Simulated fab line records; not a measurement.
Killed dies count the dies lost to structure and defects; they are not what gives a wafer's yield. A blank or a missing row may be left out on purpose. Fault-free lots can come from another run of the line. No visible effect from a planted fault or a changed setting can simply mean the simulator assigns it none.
Chamber matching | flow nand_harc | pecvd-01 running NHARC_A_STAIRCASE_DEP_417: 3 sister chambers
The step deposits Si3N4, target thk 60 nm. 3 wafers are shown with their chamber, then 9 later ones without.

== EACH WAFER AND ITS CHAMBER ==
wafer  | chamber | heater_power_w (W)
L089.1 | 0       | 775
L089.5 | 2       | 655
L089.6 | 1       | 608

== WAFERS MISSING THEIR CHAMBER ==
wafer  | heater_power_w (W)
L087.1 | 742
L087.3 | 711
L087.4 | 623
L090.4 | 745
L090.5 | 560
L090.6 | 722
L095.1 | 696
L095.2 | 638
L095.4 | 777

== EACH ONE'S CHAMBER ==
wafer  | from the rows above          | in truth
L087.1 | can't be placed: 0 or 2      | 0
L087.3 | can't be placed: 2 or 0 or 1 | 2
L087.4 | can't be placed: 1 or 2      | 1
L090.4 | can't be placed: 0 or 2      | 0
L090.5 | can't be placed: 1 or 2      | 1
L090.6 | can't be placed: 0 or 2 or 1 | 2
L095.1 | can't be placed: 2 or 0 or 1 | 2
L095.2 | can't be placed: 2 or 1      | 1
L095.4 | 0                            | 0
Placed correctly: 1 of 9. Unplaceable from these rows: 8, with the true chamber sitting among the candidates in 8. Placed wrongly: 0.
How it was worked out, from the rows above alone: a wafer's distance from a chamber is the root of the sum, over the readings, of the square of ((its reading less the chamber's mean) divided by the reading's scatter). The wafer belongs to the nearest chamber; if the next one is less than 2 further off, it can't be placed. A chamber's mean is the mean of its shown wafers. The scatter: root of mean squared gap, hidden wafer to nearest shown wafer, with one shown wafer a chamber.
